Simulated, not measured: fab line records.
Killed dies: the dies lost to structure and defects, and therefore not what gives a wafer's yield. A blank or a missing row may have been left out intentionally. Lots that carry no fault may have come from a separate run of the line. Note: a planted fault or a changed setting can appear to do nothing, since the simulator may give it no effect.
Matching of chambers | flow n5 finfet | 4 sister chambers for N5_BEOL_M1_ETCH_74 on rie diel-01
The step etches underlayer in N2/H2, target depth 6.5 nm, time 5.2 s. 4 wafers are shown with their chamber, then 8 later ones without.

== WAFERS, EACH WITH ITS CHAMBER ==
wafer  | chamber | showerhead plenum p Torr (Torr)
L083.5 | 2       | 2.51
L083.6 | 1       | 2.70
L085.6 | 3       | 2.59
L087.1 | 0       | 2.70

== WAFERS WITH NO CHAMBER GIVEN ==
wafer  | showerhead plenum p Torr (Torr)
L087.3 | 2.59
L087.5 | 2.51
L092.2 | 2.69
L092.3 | 2.51
L092.5 | 2.58
L094.2 | 2.69
L094.3 | 2.58
L094.5 | 2.58

== WHICH CHAMBER EACH ONE RAN IN ==
wafer  | from the rows above     | in truth
L087.3 | 3                       | 3
L087.5 | 2                       | 2
L092.2 | can't be placed: 0 or 1 | 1
L092.3 | 2                       | 2
L092.5 | 3                       | 3
L094.2 | can't be placed: 0 or 1 | 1
L094.3 | 3                       | 3
L094.5 | 3                       | 3
Correct placement for 6 of the 8. Can't be placed from these rows: 2 (the true chamber is among the candidates in 2). Number placed wrongly: 0.
How it was worked out, from the rows above alone: a wafer's distance from a chamber is the root of the sum, over the readings, of the square of ((its reading less the chamber's mean) divided by the reading's scatter). If the next closest chamber is less than 2 further off than the closest, the wafer can't be placed; otherwise it belongs to the closest. Each chamber's mean is taken over the wafers shown for it. The scatter (one wafer shown for each chamber): square how far every hidden wafer sits from the nearest shown wafer, average those squares and take the square root.
